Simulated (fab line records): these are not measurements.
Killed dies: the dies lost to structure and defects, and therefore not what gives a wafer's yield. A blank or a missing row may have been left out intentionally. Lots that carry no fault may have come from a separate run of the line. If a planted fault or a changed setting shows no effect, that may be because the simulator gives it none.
Matching of chambers | flow nandHarc | 4 sister chambers for NHARC_A_M1_STRIP_18 on rieDiel-13
The step strips in N2/H2. 8 wafers are shown with their chamber, then 9 later ones without.

== WAFERS WITH THEIR CHAMBER ==
wafer  | chamber | drypumpMotorCurrentA (A) | oesProductAu (a.u.)
L080.2 | 0       | 5.3                      | 0.997
L080.5 | 0       | 5.3                      | 0.998
L081.2 | 3       | 5.6                      | 1.011
L087.4 | 1       | 5.9                      | 0.996
L087.5 | 1       | 5.9                      | 1.008
L091.3 | 2       | 5.2                      | 1.000
L091.4 | 3       | 5.5                      | 1.019
L091.5 | 2       | 5.2                      | 0.991

== WAFERS WITHOUT THEIR CHAMBER ==
wafer  | drypumpMotorCurrentA (A) | oesProductAu (a.u.)
L090.1 | 5.3                      | 0.994
L090.4 | 5.6                      | 1.014
L090.5 | 5.2                      | 0.987
L093.1 | 5.6                      | 1.007
L093.3 | 6.0                      | 1.006
L093.5 | 5.2                      | 1.011
L092.3 | 5.3                      | 0.995
L092.5 | 5.3                      | 1.009
L092.6 | 5.6                      | 1.021

== WHICH CHAMBER EACH WENT THROUGH ==
wafer  | from the rows above     | in truth
L090.1 | 0                       | 0
L090.4 | 3                       | 3
L090.5 | can't be placed: 2 or 0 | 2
L093.1 | 3                       | 3
L093.3 | 1                       | 1
L093.5 | can't be placed: 2 or 0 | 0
L092.3 | 0                       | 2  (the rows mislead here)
L092.5 | can't be placed: 0 or 2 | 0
L092.6 | 3                       | 3
5 of 9 placed correctly. From these rows, 3 cannot be placed; in 3 the true chamber is one of the candidates. Placed wrongly: 1.
How it was worked out, from the rows above alone: a wafer's distance from a chamber is the root of the sum, over the readings, of the square of ((its reading less the chamber's mean) divided by the reading's scatter). The wafer belongs to the nearest chamber; if the next one is less than 2 further off, it can't be placed. The mean given for a chamber averages the wafers shown for that chamber. The scatter is the square root of a quotient: the sum, over the shown wafers, of each reading's squared deviation from its chamber's mean, divided by wafers minus chambers.
